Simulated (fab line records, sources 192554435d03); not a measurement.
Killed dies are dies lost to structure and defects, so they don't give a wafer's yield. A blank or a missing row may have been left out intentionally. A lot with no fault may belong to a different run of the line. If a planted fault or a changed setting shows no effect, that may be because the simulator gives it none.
fab line records	flow n5Finfet
record: lots: 10	wafers: 30	lastDay: 19
route steps=1938 shown BEOL_M4@1111 BEOL_M14@1729 PASSIVATION@1936
lots that met no fault: taken from a fault-free run of the same line
startH: hours from the record's opening day to when the first of the lot's shown wafers began	waitH: hours from the lot's prior step to this one	" the same as in the row above	L1.1+2: one row covering several wafers at once	- no value, or no start given	* or withheld: withheld	< > ~ a bound
route shown NAME@n: NAME is a module with steps in the file, n the number in the route of the first one	usual: average and standard deviation across the fault-free wafers	same: alike in all rows	chamber/n: place in a boat	sites: each site's reading	_std_site: their standard deviation	_edge_site: mean of outer sites minus mean of inner sites	radiusMm: how far each site lies from the wafer's centre	mask NAME#n: copy n	behind: the most recent tool/chamber to have shaped the wafer	hold: reason for holding the lot/hours on hold/outcome of the hold	device: the n, p or np transistor that did not switch	end of line: the tests these same wafers got at the end of their route	a step with no rows: only its recipe	killed: dies lost to structure and defects at the first sort, not the wafer's yield	map: a wafer's dies, marking killed ones x, the rest . and places with no die _
set.NAME: the run value of the setting; set.NAME@STEP: its run value at that earlier step	model.NAME: the simulator's own value behind a step, which no gauge read
route steps across a sampled set of lots; one table per step, one row per wafer
services: when a tool's chamber went out of use (startH, in hours from the record's first day, below 0 if earlier), for how many hours, and the reason
== steps ==
step: N5_BEOL_M4_RC_MEAS_101
usual: DIBL_N: 36.5/1.9	DIBL_P: 36.4/2.2	IOFF_N: 0.17/0.034	IOFF_P: 0.21/0.036	ION_N: 678/12	ION_P: 462/7.1	SS_N: 71.7/0.61	SS_P: 73.4/0.71	VT_N: 249/3.5	VT_P: -251/3
lot.wafer	tool	chamber	startH	waitH	DIBL_N[mV/V]	DIBL_P[mV/V]	IOFF_N[nA/um]	IOFF_P[nA/um]	ION_N[uA/um]	ION_P[uA/um]	SS_N[mV/dec]	SS_P[mV/dec]	VT_N[mV]	VT_P[mV]
L416.2	prober-01	0	185.84	0.2	37.7	37.9	0.21	0.25	689	467	72.5	74.7	244	-249
L416.3	"	0	"	"	36.6	37.3	0.18	0.23	679	465	71.9	74.8	248	-250
L416.5	"	0	"	"	37.5	37.5	0.19	0.23	683	461	72.7	73.5	246	-251
L419.1	prober-01	0	208.65	0.0	32.0	31.3	0.11	0.16	660	462	70.6	72.4	256	-253
L419.4	"	0	"	"	35.3	35.8	0.17	0.23	677	470	71.5	73.9	246	-249
L419.5	"	0	"	"	36.2	37.0	0.19	0.25	694	475	71.7	73.5	246	-248
L421.1	prober-02	0	209.41	0.0	38.1	38.5	0.20	0.25	687	464	71.9	73.6	246	-249
L421.4	"	0	"	"	35.4	33.8	0.14	0.18	670	456	71.4	72.7	251	-252
L421.6	"	0	"	"	39.0	39.9	0.22	0.28	688	473	72.3	74.6	245	-248
L426.1	prober-02	0	254.45	0.0	34.8	36.8	0.14	0.22	680	472	71.0	72.4	249	-247
L426.5	"	0	"	"	35.9	37.5	0.16	0.22	672	464	72.0	72.7	249	-249
L426.6	"	0	"	"	38.4	41.5	0.22	0.30	706	483	72.2	73.6	243	-243
L428.1	prober-01	0	276.51	0.0	38.7	36.9	0.17	0.20	686	460	71.9	73.5	248	-252
L428.2	"	0	"	"	37.4	35.4	0.15	0.18	657	455	71.2	73.8	254	-254
L428.4	"	0	"	"	39.8	39.0	0.20	0.24	690	466	72.5	74.3	249	-252
L430.2	prober-02	0	282.68	0.2	39.9	40.4	0.25	0.28	707	470	72.9	75.2	245	-248
L430.3	"	0	"	"	35.5	34.8	0.16	0.19	663	453	71.0	73.6	251	-251
L430.5	"	0	"	"	37.2	36.8	0.18	0.23	674	462	72.1	74.4	249	-249
L431.1	prober-02	0	294.59	0.0	33.7	34.0	0.11	0.16	664	456	71.0	72.5	255	-252
L431.3	"	0	"	"	38.1	39.5	0.18	0.24	683	474	72.7	73.6	252	-250
L431.4	"	0	"	"	34.3	34.0	0.11	0.15	661	453	70.8	72.9	255	-255
L435.2	prober-01	0	298.12	0.2	36.8	38.1	0.18	0.22	676	468	71.6	73.6	248	-252
L435.3	"	0	"	"	35.3	37.1	0.16	0.19	673	456	72.2	72.8	251	-254
L435.5	"	0	"	"	35.3	37.4	0.17	0.20	689	470	72.2	72.9	249	-252
L432.4	prober-02	0	298.76	0.5	36.8	35.1	0.16	0.19	683	464	71.6	73.5	249	-251
L432.5	"	0	"	"	39.3	38.0	0.19	0.25	680	468	72.0	74.0	248	-248
L432.6	"	0	"	"	36.1	33.2	0.14	0.16	671	451	71.9	73.2	252	-255
L438.1	prober-01	0	333.86	0.0	33.3	33.5	0.13	0.15	663	460	71.1	72.2	250	-253
L438.5	"	0	"	"	37.5	38.2	0.19	0.21	677	459	72.0	73.9	248	-250
L438.6	"	0	"	"	36.8	36.7	0.18	0.20	680	460	71.3	73.4	244	-252
step: N5_BEOL_M14_DESCUM_15
recipe: chemistry: O2	timeS: 7.9	sourcePowerW: 50	biasPowerW: 20	pressureMtorr: 20	rfFrequencyHz: 2.712e+07	tempC: 40	o2FlowSccm: 225
usual: drypumpMotorCurrentA: 5.5/0.43	oesProductAu: 0.81/0.055	rfVppV: 243.3/1.5	showerheadPlenumPTorr: 2.10/0.078	throttleValvePct: 20.43/0.16
lot.wafer	tool	chamber	startH	waitH	drypumpMotorCurrentA	oesProductAu	rfHoursCounterH	rfVppV	showerheadPlenumPTorr	throttleValvePct
L416.2	rieDiel-01	0	270.18	0.0	5.5	0.85	47	243.2	2.04	20.34
L416.3	"	2	"	"	6.0	0.95	13	245.6	2.22	20.33
L416.5	"	2	"	"	5.9	0.95	-	245.0	2.22	20.33
L419.1	rieDiel-04	1	296.81	0.0	6.5	0.83	87	241.2	2.02	20.71
L419.4	"	2	"	"	5.5	0.79	129	244.0	2.09	20.15
L419.5	"	0	"	"	5.1	0.88	-	242.4	2.07	20.56
L421.1	rieDiel-01	1	306.50	0.0	5.2	0.86	46	244.4	2.13	20.29
L421.4	"	3	"	"	5.0	0.84	77	242.6	2.12	20.26
L421.6	"	0	"	"	5.5	0.83	-	242.4	2.03	20.36
L426.1	rieDiel-04	0	338.31	0.0	5.1	0.85	39	242.4	2.06	20.56
L426.5	"	3	"	"	5.8	0.85	-	244.7	2.21	20.46
L426.6	"	1	"	"	6.5	0.81	-	241.7	2.02	20.71
L428.1	rieDiel-03	1	352.55	0.1	5.3	0.82	95	244.1	2.23	20.31
L428.2	"	2	"	"	5.6	0.72	179	240.5	1.99	20.57
L428.4	"	3	"	"	5.5	0.75	143	245.0	2.18	20.29
L430.2	rieDiel-04	3	363.91	0.1	5.9	0.83	71	245.9	2.20	20.48
L430.3	"	0	"	"	5.1	0.84	48	241.0	2.06	20.58
L430.5	"	2	"	"	5.4	0.76	-	241.9	2.09	20.17
L431.1	rieDiel-04	0	373.99	0.1	5.1	0.83	51	242.7	2.06	20.59
L431.3	"	2	"	"	5.4	0.75	147	242.7	2.09	20.17
L431.4	"	1	"	"	6.5	0.80	112	242.9	2.01	20.72
L435.2	rieDiel-01	1	377.61	0.0	5.3	0.83	71	242.4	2.12	20.32
L435.3	"	0	"	"	5.5	0.80	85	243.1	2.03	20.39
L435.5	"	2	"	"	5.9	0.87	-	244.8	2.21	20.37
L432.4	rieDiel-03	0	394.66	0.0	5.3	0.71	204	240.6	2.01	20.66
L432.5	"	3	"	"	5.5	0.74	-	245.4	2.17	20.32
L432.6	"	0	"	"	5.3	0.71	-	241.2	2.01	20.66
L438.1	rieDiel-01	0	420.98	0.0	5.5	0.78	103	243.0	2.02	20.43
L438.5	"	0	"	"	5.5	0.78	-	242.3	2.02	20.42
L438.6	"	3	"	"	5.0	0.81	-	241.9	2.11	20.31
step: N5_BEOL_M14_ETCH_68
recipe: chemistry: N2/H2	target: SOC	maskMaterial: SiARC	sourceW: 3000	biasW: 350	tempC: 40	timeS: 450	ionEnergyEv: 200	pressureMtorr: 30	n2FlowSccm: 200	h2FlowSccm: 200
usual: biasW: 349.9/1	chamberPressureMTorr: 29.999/0.028	drypumpMotorCurrentA: 5.5/0.35	oesProductAu: 0.80/0.055	rfVppV: 524.4/2.9	showerheadPlenumPTorr: 2.56/0.097	throttleValvePct: 17.69/0.19
lot.wafer	tool	chamber	startH	waitH	biasW	chamberPressureMTorr	drypumpMotorCurrentA	oesProductAu	rfHoursCounterH	rfVppV	showerheadPlenumPTorr	throttleValvePct
L416.2	rieDiel-01	0	271.21	0.1	349.8	29.999	5.5	0.85	47	522.7	2.47	17.65
L416.3	"	3	"	"	349.4	30.016	5.0	0.87	64	525.6	2.56	17.48
L416.5	"	0	"	"	349.9	30.004	5.5	0.85	-	521.6	2.47	17.66
L419.1	rieDiel-01	2	297.98	0.1	-	-	-	-	-	-	-	-
L419.4	"	3	"	"	-	-	-	-	-	-	-	-
L419.5	"	1	"	"	-	-	-	-	-	-	-	-
L421.1	rieDiel-04	1	307.53	0.1	-	-	-	-	-	-	-	-
L421.4	"	3	"	"	-	-	-	-	-	-	-	-
L421.6	"	3	"	"	-	-	-	-	-	-	-	-
L426.1	rieDiel-01	3	339.46	0.1	351.1	29.944	5.0	0.82	88	525.0	2.55	17.53
L426.5	"	3	"	"	350.0	29.919	5.0	0.84	-	525.1	2.55	17.51
L426.6	"	2	"	"	349.8	30.027	5.9	0.89	-	527.9	2.69	17.74
L428.1	rieDiel-03	3	353.58	0.1	349.7	30.009	5.5	0.73	143	527.2	2.66	17.67
L428.2	"	2	"	"	350.1	29.999	5.6	0.71	180	520.8	2.43	18.00
L428.4	"	0	"	"	351.2	30.043	5.4	0.72	189	521.1	2.43	17.85
L430.2	rieDiel-01	3	364.99	0.1	349.5	30.035	5.0	0.81	98	524.1	2.55	17.53
L430.3	"	1	"	"	349.4	30.042	5.3	0.82	66	525.0	2.59	17.65
L430.5	"	3	"	"	349.0	29.993	4.9	0.82	-	525.1	2.55	17.54
L431.1	rieDiel-01	2	375.04	0.1	348.8	30.022	6.0	0.88	51	527.3	2.69	17.77
L431.3	"	0	"	"	350.7	29.995	5.5	0.80	84	523.1	2.45	17.73
L431.4	"	1	"	"	349.7	30.022	5.2	0.82	70	525.1	2.59	17.65
L435.2	rieDiel-04	0	378.64	0.1	351.7	29.949	5.1	0.83	53	523.0	2.46	17.56
L435.3	"	1	"	"	352.2	30.002	6.5	0.80	114	520.7	2.45	18.16
L435.5	"	1	"	"	351.3	29.991	6.5	0.80	-	522.5	2.45	18.14
L432.4	rieDiel-03	1	395.99	0.1	350.5	30.011	5.4	0.79	110	529.5	2.65	17.43
L432.5	"	0	"	"	349.9	30.007	5.3	0.71	-	520.2	2.43	17.88
L432.6	"	1	"	"	349.9	29.986	5.3	0.80	-	527.2	2.65	17.43
L438.1	rieDiel-01	1	422.24	0.1	350.5	30.021	5.2	0.80	90	523.2	2.58	17.69
L438.5	"	1	"	"	350.4	30.004	5.2	0.79	-	522.8	2.58	17.69
L438.6	"	0	"	"	351.3	30.022	5.5	0.78	-	522.9	2.45	17.77
step: N5_BEOL_M14_PRE_CLEAN_42
recipe: gas: H2/He	timeS: 30	tempC: 300
usual: heaterPowerW: 461/39
lot.wafer	tool	chamber	startH	waitH	heaterPowerW
L416.2	pvdSputter-03	-	275.69	0.0	483
L416.3	"	-	"	"	437
L416.5	"	-	"	"	489
L419.1	pvdSputter-03	-	298.96	0.0	490
L419.4	"	-	"	"	493
L419.5	"	-	"	"	485
L421.1	pvdSputter-03	-	314.63	0.0	482
L421.4	"	-	"	"	409
L421.6	"	-	"	"	484
L426.1	pvdSputter-02	-	342.39	0.0	443
L426.5	"	-	"	"	520
L426.6	"	-	"	"	511
L428.1	pvdSputter-03	-	356.97	0.0	505
L428.2	"	-	"	"	433
L428.4	"	-	"	"	489
L430.2	pvdSputter-01	-	365.84	0.0	486
L430.3	"	-	"	"	422
L430.5	"	-	"	"	467
L431.1	pvdSputter-02	-	380.36	0.0	527
L431.3	"	-	"	"	443
L431.4	"	-	"	"	511
L435.2	pvdSputter-02	-	390.73	0.0	457
L435.3	"	-	"	"	434
L435.5	"	-	"	"	508
L432.4	pvdSputter-03	-	398.75	0.0	434
L432.5	"	-	"	"	397
L432.6	"	-	"	"	438
L438.1	pvdSputter-01	-	423.22	0.0	495
L438.5	"	-	"	"	466
L438.6	"	-	"	"	426
step: N5_BEOL_M14_SPUTTER_44
recipe: material: Ta	targetThkA: 150	tempC: 50	biasV: 80	powerW: 15000	chamberPressurePa: 0.07	timeS: 24.19
usual: throttleValvePct: 30.0/1.1
lot.wafer	tool	chamber	startH	waitH	throttleValvePct
L416.2	pvdSputter-03	-	275.81	0.0	29.1
L416.3	"	-	"	"	30.8
L416.5	"	-	"	"	29.0
L419.1	pvdSputter-03	-	299.08	0.0	30.6
L419.4	"	-	"	"	29.1
L419.5	"	-	"	"	30.1
L421.1	pvdSputter-03	-	314.75	0.0	30.4
L421.4	"	-	"	"	29.0
L421.6	"	-	"	"	30.1
L426.1	pvdSputter-02	-	342.51	0.0	29.7
L426.5	"	-	"	"	28.6
L426.6	"	-	"	"	31.5
L428.1	pvdSputter-03	-	357.09	0.0	30.4
L428.2	"	-	"	"	30.8
L428.4	"	-	"	"	29.2
L430.2	pvdSputter-01	-	365.96	0.0	30.9
L430.3	"	-	"	"	29.7
L430.5	"	-	"	"	32.9
L431.1	pvdSputter-02	-	380.48	0.0	28.6
L431.3	"	-	"	"	30.0
L431.4	"	-	"	"	31.5
L435.2	pvdSputter-02	-	390.85	0.0	29.6
L435.3	"	-	"	"	29.1
L435.5	"	-	"	"	31.5
L432.4	pvdSputter-03	-	398.87	0.0	30.8
L432.5	"	-	"	"	29.4
L432.6	"	-	"	"	30.9
L438.1	pvdSputter-01	-	423.34	0.0	30.5
L438.5	"	-	"	"	33.3
L438.6	"	-	"	"	29.4
step: N5_PASSIVATION_PROBE_49
usual: defectLimitedYield: 91.0/1.5	killed_at_M0_to_M3: 35/11	killed_at_M4_up: 13/5	killedAtContacts: 12/5.9	killedAtFrontEnd: 42/13	killedAtOther: 3/3.2	killedDies: 106/18	killedOnRim: 14/4.2	killedOpen: 69/13	killedShort: 35/8.9	sort_bin_5_function: 5.2/0.95	sort_bin_6_memory: 3.3/0.71	sortNPass: 1074/18	sortYieldPct: 91.0/1.5
same: grossDies: 1180	killedAtBackSide: 0	sort_bin_4_leakage[%]: 0	sort_bin_8_speed[%]: 0
lot.wafer	tool	chamber	startH	waitH	defectLimitedYield[%]	killed_at_M0_to_M3	killed_at_M4_up	killedAtContacts	killedAtFrontEnd	killedAtOther	killedDies	killedOnRim	killedOpen	killedShort	sort_bin_5_function[%]	sort_bin_6_memory[%]	sortNPass	sortYieldPct[%]
L416.2	prober-02	-	304.75	0.1	92.5	21	9	13	43	3	89	13	56	33	4.1	3.2	1091	92.5
L416.3	prober-02	-	304.80	0.1	91.5	35	6	17	41	1	100	14	75	25	5.5	2.5	1080	91.5
L416.5	prober-02	-	304.90	0.2	90.9	34	12	25	34	2	107	23	76	31	5.0	3.6	1073	90.9
L419.1	prober-01	-	323.83	0.0	0	32	1087	10	48	3	1180	152	64	38	96.2	3.5	0	0
L419.4	prober-01	-	323.98	0.2	0	33	1076	22	48	1	1180	152	76	30	95.5	4.0	0	0
L419.5	prober-01	-	324.03	0.2	0	27	1091	10	46	6	1180	152	65	43	96.0	3.4	0	0
L421.1	prober-02	-	339.87	0.0	0	15	1112	7	42	4	1180	152	55	22	97.6	2.3	0	0
L421.4	prober-02	-	340.02	0.2	0	17	1105	5	53	0	1180	152	62	26	96.4	3.3	0	0
L421.6	prober-02	-	340.12	0.3	0	24	1090	12	53	1	1180	152	68	35	96.9	3.1	0	0
L426.1	prober-01	-	366.84	0.0	92.1	31	21	6	28	7	93	15	52	37	4.4	3.0	1087	92.1
L426.5	prober-01	-	367.04	0.2	92.2	26	21	5	39	1	92	11	59	30	4.5	3.1	1088	92.2
L426.6	prober-01	-	367.09	0.3	92.5	27	16	3	38	4	88	11	66	22	4.3	2.7	1092	92.5
L428.1	prober-02	-	377.11	0.1	91.4	26	21	10	38	6	101	17	68	32	5.1	3.4	1079	91.4
L428.2	prober-02	-	377.16	0.2	89.7	35	11	22	43	11	122	15	79	42	6.2	3.6	1058	89.7
L428.4	prober-02	-	377.26	0.3	90.4	30	23	16	40	4	113	18	72	40	5.3	3.9	1067	90.4
L430.2	prober-01	-	392.09	0.1	90.8	30	14	7	55	3	109	11	72	37	6.4	2.6	1071	90.8
L430.3	prober-01	-	392.14	0.1	91.0	28	13	8	47	10	106	12	75	28	4.8	3.5	1074	91.0
L430.5	prober-01	-	392.24	0.2	91.5	31	15	17	32	5	100	10	70	30	4.6	3.6	1080	91.5
L431.1	prober-02	-	402.34	0.0	90.3	23	7	21	60	4	115	22	86	27	6.0	3.4	1065	90.3
L431.3	prober-02	-	402.44	0.1	92.3	30	9	8	35	9	91	15	52	31	4.3	2.6	1089	92.3
L431.4	prober-02	-	402.49	0.2	91.9	35	7	18	32	3	95	13	65	29	4.0	3.8	1085	91.9
L435.2	prober-02	-	409.66	0.1	88.6	56	13	14	51	1	135	19	79	52	6.2	4.7	1045	88.6
L435.3	prober-02	-	409.71	0.1	89.6	49	12	11	49	2	123	15	74	49	6.9	3.0	1057	89.6
L435.5	prober-02	-	409.81	0.2	88.3	52	14	14	57	1	138	21	85	48	6.4	4.8	1042	88.3
L432.4	prober-02	-	420.57	0.2	91.1	42	6	17	38	2	105	6	68	37	6.0	2.7	1075	91.1
L432.5	prober-02	-	420.62	0.2	91.3	52	9	11	30	1	103	23	71	32	5.3	3.1	1077	91.3
L432.6	prober-02	-	420.67	0.3	89.8	46	12	16	46	0	120	29	77	37	6.6	2.8	1060	89.8
L438.1	prober-02	-	444.91	0.0	88.8	70	8	13	36	5	132	20	81	47	6.1	4.2	1048	88.8
L438.5	prober-02	-	445.11	0.2	92.4	38	17	8	22	5	90	14	62	28	5.0	2.3	1090	92.4
L438.6	prober-02	-	445.16	0.3	92.2	37	12	10	32	1	92	8	64	24	4.8	2.5	1088	92.2
killed by level:class
L416.2 FIN_SAQP:geometricParticle:short=13 STI_FIN_REVEAL:geometricParticle:open=12 MOL_CONTACT_COAG:geometricParticle:open=10 FIN_SAQP:geometricParticle:open=8 DUMMY_GATE:geometricParticle:open=6 BEOL_M2:geometricParticle:open=6 BEOL_M0_SAQP:geometricParticle:short=4 BEOL_M4:geometricParticle:open=4
L416.3 MOL_CONTACT_COAG:geometricParticle:open=15 STI_FIN_REVEAL:geometricParticle:open=14 BEOL_M0_SAQP:geometricParticle:open=8 BEOL_M1:geometricParticle:open=8 FIN_SAQP:geometricParticle:open=7 BEOL_M2:geometricParticle:open=5 STARTING-WAFER:geometricParticle:short=4 DUMMY_GATE:geometricParticle:open=4
L416.5 MOL_CONTACT_COAG:geometricParticle:open=17 STI_FIN_REVEAL:geometricParticle:open=13 BEOL_M3:geometricParticle:open=10 MOL_CONTACT_COAG:geometricParticle:short=8 FIN_SAQP:geometricParticle:short=7 BEOL_M4:geometricParticle:open=7 FIN_SAQP:geometricParticle:open=6 BEOL_M0_SAQP:geometricParticle:open=6
L419.1 BEOL_M14:areaEtch=1078 BEOL_M3:geometricParticle:open=10 SPACER0:geometricParticle:open=9 FIN_SAQP:geometricParticle:short=8 STI_FIN_REVEAL:geometricParticle:open=8 MOL_CONTACT_COAG:geometricParticle:open=7 BEOL_M2:geometricParticle:open=6 GATE_CUT:geometricParticle:short=5
L419.4 BEOL_M14:areaEtch=1073 MOL_CONTACT_COAG:geometricParticle:open=21 STI_FIN_REVEAL:geometricParticle:open=12 FIN_SAQP:geometricParticle:open=11 BEOL_M3:geometricParticle:open=10 FIN_SAQP:geometricParticle:short=8 BEOL_M2:geometricParticle:open=5 BEOL_M0:geometricParticle:open=4
L419.5 BEOL_M14:areaEtch=1072 FIN_SAQP:geometricParticle:short=16 FIN_SAQP:geometricParticle:open=11 BEOL_M4:geometricParticle:open=8 MOL_CONTACT_COAG:geometricParticle:open=8 STI_FIN_REVEAL:geometricParticle:open=7 BEOL_M3:geometricParticle:short=6 BEOL_M0_SAQP:geometricParticle:short=4
L421.1 BEOL_M14:areaEtch=1101 STI_FIN_REVEAL:geometricParticle:open=10 FIN_SAQP:geometricParticle:open=9 FIN_SAQP:geometricParticle:short=8 GATE_CUT:geometricParticle:open=7 MOL_CONTACT_COAG:geometricParticle:open=5 BEOL_M3:geometricParticle:open=5 BEOL_M0_SAQP:geometricParticle:short=4
L421.4 BEOL_M14:areaEtch=1092 FIN_SAQP:geometricParticle:short=11 FIN_SAQP:geometricParticle:open=10 STI_FIN_REVEAL:geometricParticle:open=9 BEOL_M0_SAQP:geometricParticle:open=7 GATE_CUT:geometricParticle:short=5 MOL_CONTACT_COAG:geometricParticle:open=5 BEOL_M4:geometricParticle:open=5
L421.6 BEOL_M14:areaEtch=1075 STI_FIN_REVEAL:geometricParticle:open=14 FIN_SAQP:geometricParticle:open=12 MOL_CONTACT_COAG:geometricParticle:open=10 BEOL_M4:geometricParticle:open=8 BEOL_M0_SAQP:geometricParticle:short=7 GATE_CUT:geometricParticle:short=7 STI_FIN_REVEAL:geometricParticle:short=5
L426.1 BEOL_M0_SAQP:geometricParticle:short=12 BEOL_M4:geometricParticle:open=10 BEOL_M0_SAQP:geometricParticle:open=6 FIN_SAQP:geometricParticle:open=4 STI_FIN_REVEAL:geometricParticle:open=4 GATE_CUT:geometricParticle:short=4 MOL_CONTACT_COAG:geometricParticle:open=4 BEOL_M2:geometricParticle:open=4
L426.5 BEOL_M3:geometricParticle:open=11 FIN_SAQP:geometricParticle:open=8 BEOL_M2:geometricParticle:open=8 BEOL_M4:geometricParticle:open=8 GATE_CUT:geometricParticle:short=6 MOL_CONTACT_COAG:geometricParticle:open=5 FIN_SAQP:geometricParticle:short=4 STARTING-WAFER:geometricParticle:open=4
L426.6 DUMMY_GATE:geometricParticle:open=9 BEOL_M3:geometricParticle:open=9 STI_FIN_REVEAL:geometricParticle:open=8 BEOL_M4:geometricParticle:open=8 BEOL_M1:geometricParticle:open=4 GATE_CUT:geometricParticle:short=4 FIN_SAQP:geometricParticle:short=3 GATE_CUT:geometricParticle:open=3
L428.1 STI_FIN_REVEAL:geometricParticle:open=13 MOL_CONTACT_COAG:geometricParticle:open=10 BEOL_M0_SAQP:geometricParticle:open=8 BEOL_M0_SAQP:geometricParticle:short=7 FIN_SAQP:geometricParticle:short=5 FIN_SAQP:geometricParticle:open=5 GATE_CUT:geometricParticle:short=5 BEOL_M3:geometricParticle:open=4
L428.2 MOL_CONTACT_COAG:geometricParticle:open=16 STI_FIN_REVEAL:geometricParticle:open=11 GATE_CUT:geometricParticle:short=9 BEOL_M0_SAQP:geometricParticle:short=9 BEOL_M0_SAQP:geometricParticle:open=8 MOL_CONTACT_COAG:geometricParticle:short=6 BEOL_M4:geometricParticle:open=6 BEOL_M2:geometricParticle:open=6
L428.4 BEOL_M4:geometricParticle:open=10 MOL_CONTACT_COAG:geometricParticle:open=9 STI_FIN_REVEAL:geometricParticle:open=8 BEOL_M2:geometricParticle:open=8 BEOL_M3:geometricParticle:open=8 GATE_CUT:geometricParticle:short=7 MOL_CONTACT_COAG:geometricParticle:short=7 FIN_SAQP:geometricParticle:short=6
L430.2 FIN_SAQP:geometricParticle:open=18 FIN_SAQP:geometricParticle:short=8 DUMMY_GATE:geometricParticle:open=7 STI_FIN_REVEAL:geometricParticle:open=6 BEOL_M1:geometricParticle:open=6 BEOL_M6:geometricParticle:open=5 GATE_CUT:geometricParticle:short=5 MOL_CONTACT_COAG:geometricParticle:open=5
L430.3 FIN_SAQP:geometricParticle:open=18 BEOL_M3:geometricParticle:open=11 STI_FIN_REVEAL:geometricParticle:open=10 MOL_CONTACT_COAG:geometricParticle:open=6 FIN_SAQP:geometricParticle:short=5 BEOL_M0_SAQP:geometricParticle:short=5 BEOL_M4:geometricParticle:open=5 BEOL_M1:geometricParticle:open=4
L430.5 FIN_SAQP:geometricParticle:open=13 MOL_CONTACT_COAG:geometricParticle:open=13 BEOL_M4:geometricParticle:open=10 BEOL_M1:geometricParticle:open=7 BEOL_M3:geometricParticle:open=7 FIN_SAQP:geometricParticle:short=5 GATE_CUT:geometricParticle:short=4 MOL_CONTACT_COAG:geometricParticle:short=4
L431.1 FIN_SAQP:geometricParticle:open=19 MOL_CONTACT_COAG:geometricParticle:open=19 FIN_SAQP:geometricParticle:short=11 DUMMY_GATE:geometricParticle:open=10 STI_FIN_REVEAL:geometricParticle:open=7 BEOL_M0_SAQP:geometricParticle:open=7 BEOL_M2:geometricParticle:open=6 GATE_CUT:geometricParticle:open=4
L431.3 BEOL_M3:geometricParticle:open=10 FIN_SAQP:geometricParticle:open=9 FIN_SAQP:geometricParticle:short=7 BEOL_M1:geometricParticle:open=6 MOL_CONTACT_COAG:geometricParticle:open=5 BEOL_M0_SAQP:geometricParticle:short=4 STARTING-WAFER:geometricParticle:short=4 HKMG_FIN:areaEtch=4
L431.4 MOL_CONTACT_COAG:geometricParticle:open=13 STI_FIN_REVEAL:geometricParticle:open=7 DUMMY_GATE:geometricParticle:open=7 BEOL_M3:geometricParticle:open=7 BEOL_M2:geometricParticle:open=7 FIN_SAQP:geometricParticle:short=5 MOL_CONTACT_COAG:geometricParticle:short=5 BEOL_M0_SAQP:geometricParticle:open=5
L435.2 BEOL_M0_SAQP:geometricParticle:short=19 STI_FIN_REVEAL:geometricParticle:open=14 BEOL_M0_SAQP:geometricParticle:open=14 MOL_CONTACT_COAG:geometricParticle:open=11 FIN_SAQP:geometricParticle:short=10 BEOL_M1:geometricParticle:open=6 FIN_SAQP:geometricParticle:open=5 BEOL_M1:geometricParticle:short=5
L435.3 FIN_SAQP:geometricParticle:open=16 BEOL_M0_SAQP:geometricParticle:short=15 FIN_SAQP:geometricParticle:short=11 MOL_CONTACT_COAG:geometricParticle:open=9 BEOL_M0_SAQP:geometricParticle:open=8 BEOL_M2:geometricParticle:short=8 BEOL_M2:geometricParticle:open=6 BEOL_M1:geometricParticle:open=6
L435.5 BEOL_M0_SAQP:geometricParticle:open=16 STI_FIN_REVEAL:geometricParticle:open=14 FIN_SAQP:geometricParticle:short=12 MOL_CONTACT_COAG:geometricParticle:open=10 FIN_SAQP:geometricParticle:open=8 BEOL_M0_SAQP:geometricParticle:short=8 BEOL_M4:geometricParticle:open=7 BEOL_M2:geometricParticle:open=6
L432.4 MOL_CONTACT_COAG:geometricParticle:open=14 FIN_SAQP:geometricParticle:open=13 BEOL_M0_SAQP:geometricParticle:open=11 BEOL_M1:geometricParticle:open=10 FIN_SAQP:geometricParticle:short=8 BEOL_M0_SAQP:geometricParticle:short=7 DUMMY_GATE:geometricParticle:open=6 BEOL_M1:geometricParticle:short=5
L432.5 BEOL_M0_SAQP:geometricParticle:open=18 BEOL_M0_SAQP:geometricParticle:short=11 BEOL_M3:geometricParticle:open=10 MOL_CONTACT_COAG:geometricParticle:open=9 FIN_SAQP:geometricParticle:open=8 FIN_SAQP:geometricParticle:short=4 STI_FIN_REVEAL:geometricParticle:open=4 BEOL_M1:geometricParticle:short=4
L432.6 FIN_SAQP:geometricParticle:open=17 FIN_SAQP:geometricParticle:short=13 MOL_CONTACT_COAG:geometricParticle:open=12 BEOL_M3:geometricParticle:open=12 BEOL_M0_SAQP:geometricParticle:short=7 BEOL_M0_SAQP:geometricParticle:open=6 BEOL_M1:geometricParticle:open=6 BEOL_M2:geometricParticle:open=5
L438.1 BEOL_M0_SAQP:geometricParticle:open=20 BEOL_M0_SAQP:geometricParticle:short=13 MOL_CONTACT_COAG:geometricParticle:open=11 BEOL_M2:geometricParticle:open=11 STI_FIN_REVEAL:geometricParticle:open=10 BEOL_M1:geometricParticle:open=10 BEOL_M1:geometricParticle:short=6 FIN_SAQP:geometricParticle:short=5
L438.5 BEOL_M1:geometricParticle:open=10 BEOL_M0_SAQP:geometricParticle:short=9 BEOL_M0_SAQP:geometricParticle:open=8 BEOL_M3:geometricParticle:open=8 MOL_CONTACT_COAG:geometricParticle:open=6 BEOL_M4:geometricParticle:open=6 FIN_SAQP:geometricParticle:open=5 FIN_SAQP:geometricParticle:short=4
L438.6 BEOL_M0_SAQP:geometricParticle:open=13 MOL_CONTACT_COAG:geometricParticle:open=9 FIN_SAQP:geometricParticle:short=7 BEOL_M3:geometricParticle:open=7 STI_FIN_REVEAL:geometricParticle:open=6 BEOL_M0_SAQP:geometricParticle:short=6 STI_FIN_REVEAL:geometricParticle:short=5 BEOL_M1:geometricParticle:open=5
== services ==
tool	chamber	startH	hours	kind
rieDiel-01	2	246.55	8.5	repair
pvdSputter-01	-	264.67	2.1	repair
rieDiel-01	1	287.24	4.2	repair
rieDiel-03	3	307.29	5.7	repair
rieDiel-04	2	323.48	19.8	repair
rieDiel-03	1	365.16	4.2	repair
rieDiel-01	-	366.85	0.9	repair
rieDiel-03	2	375.72	4.9	repair
rieDiel-04	-	381.01	2.8	pm
== key ==
firstSign: step: N5_BEOL_M14_ETCH_68	reading: toolRecord	direction: missing
effect: step: N5_PASSIVATION_PROBE_49	reading: killed_at_M4_up	direction: up	sigmas: 99+	usual: 13	struck: 1094
moreKillsBornAt: N5_BEOL_M14_ETCH_68@rieDiel-04: 3268	N5_BEOL_M14_ETCH_68@rieDiel-01: 3223
metAt N5_BEOL_M14_ETCH_68
struckLots L419,L421
laterRowsLeftOut L419.1,L419.4,L419.5,L421.1,L421.4,L421.6
notActingAt N5_BEOL_M14_DESCUM_15,N5_BEOL_M14_PRE_CLEAN_42,N5_BEOL_M14_SPUTTER_44
onsetBetween 271.21 297.98
fault: kind: skippedStepWhole	tool: rieDiel-01,rieDiel-04	chamber: -	onsetH: 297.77	steps: N5_BEOL_M14_ETCH_68	scope: struckLotsOnly
laterRowsLeftOut: the simulator's readings of these wafers behind a module that went badly wrong aren't trusted and aren't shown, but for the sort
